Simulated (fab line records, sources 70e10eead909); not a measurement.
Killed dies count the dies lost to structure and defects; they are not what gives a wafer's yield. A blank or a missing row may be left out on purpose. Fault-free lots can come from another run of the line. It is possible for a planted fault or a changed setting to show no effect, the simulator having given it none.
Matching of chambers    flow nand-harc    NHARC_A_CHANNEL_FILL_D1_ALD_14 on ald-hk-03: 4 sister chambers
The step deposits SiO2, target thk 2.5 nm, pulse time 10 s, ald cycles 25. 8 wafers are shown with their chamber, then 7 later ones without.

== EACH WAFER AND ITS CHAMBER ==
wafer   chamber  heater-power-w (W)  precursor-pulse-height-rel
L423.1  3        402                 1.026
L423.4  0        432                 0.983
L425.1  3        401                 0.959
L425.3  0        425                 0.984
L436.5  2        559                 1.007
L436.6  1        499                 1.013
L438.2  2        544                 0.979
L438.3  1        509                 0.967

== WAFERS WHOSE CHAMBER IS MISSING ==
wafer   heater-power-w (W)  precursor-pulse-height-rel
L438.4  437                 0.957
L440.2  399                 1.010
L440.4  518                 1.025
L440.5  486                 0.982
L442.1  380                 0.990
L442.2  401                 1.011
L442.3  525                 0.974

== THE CHAMBER EACH PASSED THROUGH ==
wafer    from the rows above       in truth
L438.4   0                         0
L440.2   3                         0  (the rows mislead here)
L440.4   1                         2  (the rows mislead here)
L440.5   1                         1
L442.1   3                         3
L442.2   3                         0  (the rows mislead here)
L442.3   can't be placed: 1 or 2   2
Placed correctly: 3 of 7. These rows do not allow placing 1 (true chamber among the candidates in 1). Number placed wrongly: 3.
How it was worked out, from the rows above alone: a wafer's distance from a chamber is the root of the sum, over the readings, of the square of ((its reading less the chamber's mean) divided by the reading's scatter). The wafer belongs to the nearest chamber; if the next one is less than 2 further off, it can't be placed. Each chamber's mean is taken over the wafers shown for it. The scatter: take each reading less its chamber's mean, square it, sum over the shown wafers, divide by the number of wafers less the number of chambers, and take the root.
